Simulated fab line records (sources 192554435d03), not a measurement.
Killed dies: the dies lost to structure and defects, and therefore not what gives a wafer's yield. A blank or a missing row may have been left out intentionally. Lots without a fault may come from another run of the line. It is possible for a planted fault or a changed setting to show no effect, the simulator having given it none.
Matching of chambers    flow n5Finfet    4 sister chambers for N5_BEOL_M1_VIA_ETCH_34 on rieDiel-06
The step etches the open film in C4F6/O2, target depth 67.8 nm, time 64.4 s. 4 wafers are shown with their chamber, then 8 later ones without.

## WAFERS, EACH WITH ITS CHAMBER
wafer   chamber  drypumpMotorCurrentA (A)
L080.6  2        6.1
L082.6  1        6.5
L089.6  0        5.3
L092.1  3        6.0

## WAFERS WITH NO CHAMBER GIVEN
wafer   drypumpMotorCurrentA (A)
L092.2  6.5
L092.6  6.1
L094.1  5.2
L094.2  6.1
L094.5  6.0
L096.2  6.5
L096.4  5.3
L096.5  6.0

## THE CHAMBER EACH PASSED THROUGH
wafer   from the rows above  in truth
L092.2  1                    1
L092.6  2                    2
L094.1  0                    0
L094.2  2                    2
L094.5  3                    3
L096.2  1                    1
L096.4  0                    0
L096.5  3                    3
8 of 8 placed correctly. From these rows, 0 cannot be placed. Wrongly placed: 0.
How it was worked out, from the rows above alone: a wafer's distance from a chamber is the root of the sum, over the readings, of the square of ((its reading less the chamber's mean) divided by the reading's scatter). The wafer belongs to the nearest chamber; if the next one is less than 2 further off, it can't be placed. The mean given for a chamber averages the wafers shown for that chamber. The scatter: root of mean squared gap, hidden wafer to nearest shown wafer, with one shown wafer a chamber.
